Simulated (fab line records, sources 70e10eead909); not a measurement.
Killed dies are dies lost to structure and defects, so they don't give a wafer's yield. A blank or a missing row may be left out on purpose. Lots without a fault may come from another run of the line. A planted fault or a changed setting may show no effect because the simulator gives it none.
Which tool did it? | flow nand_harc | 7 lots, 21 wafers sampled, at 4 steps of a route of 1302

WHAT THE GAUGES READ, wafer by wafer
NHARC_A_CONTACT_INSPECT_23.
lot  | measured     | on                | raw_defect_count
L826 | day 23 08:53 | defect_inspect-02 | 353 419 437
L829 | day 25 12:32 | defect_inspect-02 | 673 547 632
L832 | day 25 15:24 | defect_inspect-02 | 881 410 626
L827 | day 25 18:52 | defect_inspect-01 | 583 339 352
L835 | day 27 01:40 | defect_inspect-01 | 559 490 604
L841 | day 29 04:46 | defect_inspect-02 | 2671 2571 2848
L847 | day 32 19:11 | defect_inspect-01 | 463 718 425

WHICH TOOL RAN EACH LOT (tool, then ch and the chambers of the sampled wafers, then the start)
lot  | NHARC_A_CONTACT_DESCUM_13          | NHARC_A_CONTACT_ETCH_137             | NHARC_A_CONTACT_CMP_20
L826 | rie_diel-12 ch 0,1,2, day 23 03:13 | har_cap_etch-02 ch 0,1, day 23 05:08 | cmp-01 ch 0,1,3, day 23 08:29
L829 | rie_diel-04 ch 0,1,3, day 25 06:51 | har_cap_etch-02 ch 0,1, day 25 08:43 | cmp-04 ch 0,1,3, day 25 12:10
L832 | rie_diel-04 ch 0,1,2, day 25 09:30 | har_cap_etch-01 ch 0,1, day 25 11:26 | cmp-02 ch 1,2,3, day 25 15:02
L827 | rie_diel-12 ch 0,2,3, day 25 12:52 | har_cap_etch-03 ch 0,1, day 25 14:50 | cmp-04 ch 0,2,3, day 25 18:28
L835 | rie_diel-12 ch 1,2,3, day 26 19:32 | har_cap_etch-01 ch 0,1, day 26 21:43 | cmp-01 ch 0,1,2, day 27 01:16
L841 | rie_diel-12 ch 1,3, day 28 22:55   | har_cap_etch-01 ch 1, day 29 00:58   | cmp-01 ch 0,2,3, day 29 04:22
L847 | rie_diel-12 ch 0,3, day 32 13:35   | har_cap_etch-01 ch 0,1, day 32 15:34 | cmp-02 ch 1,2,3, day 32 18:50
- NHARC_A_CONTACT_DESCUM_13: chemistry O2, time 3 s.
- NHARC_A_CONTACT_ETCH_137: etches the open film in C4F8/O2/Ar, time 311 s, target depth 1912 nm.
- NHARC_A_CONTACT_CMP_20: polishes, t overpolish 30 s, target thk 300 nm.

THE ANSWER, worked out from the rows above alone
Rule: what is usual is taken from the lots themselves. Put in order of their means at a reading, lots are off if they are a third of the lots or fewer, leave a main group of 4 or more, and stand apart from it by a gap of 3 or more times the standard deviation of the main group's means; of several such gaps the widest counts. A main group whose means are all the same, to the digits that the tables above print for the reading, isn't used. A lot without any number at a reading at which 4 lots or more have one is off too. The other lots that the step has rows for count as sound.
Off: L841, at NHARC_A_CONTACT_INSPECT_23 (raw_defect_count). The main group: mean 528, standard deviation 89.
A tool fits if, at a process step before that reading, it ran every lot that is off, and no sound lot after the first of them. The gauges at NHARC_A_CONTACT_INSPECT_23 are tried like those tools. Can't be told from this: 2 tools fit, cmp-01 at NHARC_A_CONTACT_CMP_20, defect_inspect-02 at NHARC_A_CONTACT_INSPECT_23.

WHAT THE SIMULATOR HAD PUT IN
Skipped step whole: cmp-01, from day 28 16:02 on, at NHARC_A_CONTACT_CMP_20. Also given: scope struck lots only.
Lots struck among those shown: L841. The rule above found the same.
